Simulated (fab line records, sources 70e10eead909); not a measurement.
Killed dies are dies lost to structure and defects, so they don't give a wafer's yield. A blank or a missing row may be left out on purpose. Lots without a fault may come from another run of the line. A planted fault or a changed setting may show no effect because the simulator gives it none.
Which tool did it? | flow nand_harc | 13 lots, 39 wafers sampled, at 6 steps of a route of 1302

WHAT THE GAUGES READ, wafer by wafer
NHARC_A_ONON_D2_THK_MEAS_14: measures by ellipsometry.
lot  | measured     | on            | thk_nm (nm)
L404 | day 13 07:29 | film_metro-02 | 991 989 992
L407 | day 13 07:17 | film_metro-02 | 1002 1002 1002
L406 | day 13 07:41 | film_metro-02 | 995 996 998
L408 | day 14 09:35 | film_metro-02 | 980 980 981
L413 | day 16 03:00 | film_metro-02 | 687 687 685
L415 | day 17 03:22 | film_metro-01 | 665 664 664
L419 | day 18 09:54 | film_metro-01 | 994 994 995
L421 | day 19 06:10 | film_metro-02 | 992 991 992
L422 | day 19 19:46 | film_metro-01 | 994 995 996
L423 | day 20 09:09 | film_metro-02 | 995 994 992
L424 | day 20 17:02 | film_metro-01 | 1016 1013 1017
L426 | day 21 14:05 | film_metro-02 | 1016 1015 1017
L425 | day 21 21:13 | film_metro-02 | 989 991 990

NHARC_END_SORT_01.
lot  | measured     | on        | killed_at_array | killed_at_other | killed_at_periphery | killed_dies | killed_open | killed_short
L413 | day 27 16:05 | prober-02 | 671 670 672     | 3 4 4           | 3 3 1               | 677 677 677 | 3 1 5       | 3 2 1
L415 | day 28 23:06 | prober-02 | 666 669 663     | 1 2 1           | 10 6 13             | 677 677 677 | 5 0 7       | 4 2 5

WHICH TOOL RAN EACH LOT (tool, then ch and the chambers of the sampled wafers, then the start)
lot  | NHARC_A_CHANNEL_FILL_D1_ETCHBACK_20 | NHARC_A_ONON_D2_DEP_12           | NHARC_A_ONON_D2_DEP_33          | NHARC_A_CHANNEL_HOLE_D2_DEP_00
L404 | rie_diel-03 ch 0,1, day 10 10:53    | pecvd_onon-01 ch 0, day 13 07:08 | pecvd-01 ch 0,1,2, day 13 17:26 | acl_dep-02 ch 0, day 13 20:44
L407 | rie_diel-03 ch 0,3, day 10 17:32    | pecvd_onon-04 ch 0, day 13 06:47 | pecvd-04 ch 0,1,2, day 13 17:22 | acl_dep-01 ch 0, day 13 20:01
L406 | rie_diel-06 ch 0,1,2, day 10 17:33  | pecvd_onon-04 ch 0, day 13 07:16 | pecvd-04 ch 0,1,2, day 13 17:40 | acl_dep-01 ch 0, day 14 00:26
L408 | rie_diel-03 ch 0,1,2, day 11 15:45  | pecvd_onon-01 ch 0, day 14 09:08 | pecvd-01 ch 0,1,2, day 14 21:06 | acl_dep-02 ch 0, day 14 21:55
L413 | rie_diel-03 ch 2,3, day 13 15:46    | pecvd_onon-01 ch 0, day 16 02:29 | pecvd-01 ch 0,1,2, day 16 10:58 | -
L415 | rie_diel-06 ch 0,1,2, day 14 10:41  | pecvd_onon-01 ch 0, day 17 02:52 | pecvd-04 ch 0,1,2, day 17 15:59 | -
L419 | rie_diel-11 ch 1,3, day 15 22:07    | pecvd_onon-04 ch 0, day 18 09:23 | pecvd-04 ch 0,1, day 18 19:11   | acl_dep-03 ch 0, day 19 00:05
L421 | rie_diel-06 ch 1,3, day 16 16:19    | pecvd_onon-04 ch 0, day 19 05:43 | pecvd-03 ch 0,1, day 19 15:51   | acl_dep-01 ch 0, day 19 20:31
L422 | rie_diel-11 ch 0,2,3, day 17 08:21  | pecvd_onon-04 ch 0, day 19 19:15 | pecvd-03 ch 0,2, day 20 05:26   | acl_dep-02 ch 0, day 20 05:58
L423 | rie_diel-03 ch 1,2,3, day 17 14:49  | pecvd_onon-02 ch 0, day 20 08:38 | pecvd-03 ch 0,1,2, day 20 19:14 | acl_dep-01 ch 0, day 20 19:49
L424 | rie_diel-06 ch 0,2, day 18 04:32    | pecvd_onon-01 ch 0, day 20 16:32 | pecvd-04 ch 0,1,2, day 21 02:45 | acl_dep-01 ch 0, day 21 05:56
L426 | rie_diel-06 ch 1,2, day 19 00:34    | pecvd_onon-01 ch 0, day 21 13:38 | pecvd-03 ch 2, day 22 00:09     | acl_dep-03 ch 0, day 22 01:32
L425 | rie_diel-06 ch 1,2,3, day 19 08:54  | pecvd_onon-01 ch 0, day 21 20:46 | pecvd-04 ch 0,1, day 22 06:42   | acl_dep-02 ch 0, day 22 08:15
- NHARC_A_CHANNEL_FILL_D1_ETCHBACK_20: etches the open film in C4F8/O2/Ar, target depth 27 nm, time 13.5 s.
- NHARC_A_ONON_D2_DEP_12: target thk 1000 nm.
- NHARC_A_ONON_D2_DEP_33: deposits SiO2, target thk 200 nm.
- NHARC_A_CHANNEL_HOLE_D2_DEP_00: deposits aC, target thk 3100 nm.

WHAT THE TOOLS THEMSELVES READ (means of the sampled wafers that have a number; where no wafer has one, the mark that the record gives instead)
NHARC_A_CHANNEL_FILL_D1_ETCHBACK_20.
lot  | tool        | bias_w (W) | oes_product_au (a.u.) | rf_vpp_V (V)
L404 | rie_diel-03 | 1503       | 0.92                  | 975
L407 | rie_diel-03 | 1498       | 0.93                  | 973
L406 | rie_diel-06 | 1502       | 1.00                  | 981
L408 | rie_diel-03 | 1502       | 0.92                  | 973
L413 | rie_diel-03 | 1498       | 0.99                  | 971
L415 | rie_diel-06 | 1500       | 1.00                  | 981
L419 | rie_diel-11 | 1500       | 0.99                  | 984
L421 | rie_diel-06 | 1497       | 0.98                  | 975
L422 | rie_diel-11 | 1500       | 0.98                  | 978
L423 | rie_diel-03 | 1499       | 0.93                  | 971
L424 | rie_diel-06 | 1493       | 1.00                  | 977
L426 | rie_diel-06 | 1501       | 1.01                  | 984
L425 | rie_diel-06 | 1498       | 0.95                  | 980

NHARC_A_ONON_D2_DEP_12.
lot  | tool          | sih4_flow_sccm (sccm)
L404 | pecvd_onon-01 | 209.6
L407 | pecvd_onon-04 | 210.3
L406 | pecvd_onon-04 | 210.0
L408 | pecvd_onon-01 | 210.0
L413 | pecvd_onon-01 | 210.1
L415 | pecvd_onon-01 | 210.1
L419 | pecvd_onon-04 | 210.2
L421 | pecvd_onon-04 | 210.0
L422 | pecvd_onon-04 | 210.2
L423 | pecvd_onon-02 | 210.9
L424 | pecvd_onon-01 | 209.9
L426 | pecvd_onon-01 | 211.0
L425 | pecvd_onon-01 | 209.8

NHARC_A_ONON_D2_DEP_33.
lot  | tool     | heater_power_w (W) | throttle_valve_pct (%)
L404 | pecvd-01 | 664                | 16.3
L407 | pecvd-04 | 630                | 15.7
L406 | pecvd-04 | 669                | 15.7
L408 | pecvd-01 | 593                | 15.8
L413 | pecvd-01 | 670                | 15.9
L415 | pecvd-04 | 645                | 15.8
L419 | pecvd-04 | 667                | 15.9
L421 | pecvd-03 | 394                | 15.2
L422 | pecvd-03 | 582                | 16.4
L423 | pecvd-03 | 496                | 15.7
L424 | pecvd-04 | 584                | 15.4
L426 | pecvd-03 | 619                | 16.4
L425 | pecvd-04 | 669                | 15.1

NHARC_A_CHANNEL_HOLE_D2_DEP_00.
lot  | tool       | throttle_valve_pct (%)
L404 | acl_dep-02 | 34.997
L407 | acl_dep-01 | 35.004
L406 | acl_dep-01 | 35.000
L408 | acl_dep-02 | 35.000
L419 | acl_dep-03 | 35.002
L421 | acl_dep-01 | 35.001
L422 | acl_dep-02 | 34.998
L423 | acl_dep-01 | 35.000
L424 | acl_dep-01 | 34.995
L426 | acl_dep-03 | 35.002
L425 | acl_dep-02 | 34.993

THE ANSWER, worked out from the rows above alone
Rule: what is usual is taken from the lots themselves. Put in order of their means at a reading, lots are off if they are a third of the lots or fewer, leave a main group of 4 or more, and stand apart from it by a gap of 3 or more times the standard deviation of the main group's means; of several such gaps the widest counts. A main group whose means are all the same, to the digits that the tables above print for the reading, isn't used. A lot without any number at a reading at which 4 lots or more have one is off too. The other lots that the step has rows for count as sound. The gauges are gone through in route order, then the tools' own readings, and for those a lot's mean is taken as printed above. The first step at which some lot is off is used, and at that step the reading that is off furthest; a lot without a number counts as furthest.
Off: L413, L415, at NHARC_A_ONON_D2_THK_MEAS_14 (thk_nm). The main group: mean 997 nm, standard deviation 10.
A tool fits if, at a process step before that reading, it ran every lot that is off, and no sound lot after the first of them. The gauges at NHARC_A_ONON_D2_THK_MEAS_14 are tried like those tools. None of those tried fits.

WHAT THE SIMULATOR HAD PUT IN
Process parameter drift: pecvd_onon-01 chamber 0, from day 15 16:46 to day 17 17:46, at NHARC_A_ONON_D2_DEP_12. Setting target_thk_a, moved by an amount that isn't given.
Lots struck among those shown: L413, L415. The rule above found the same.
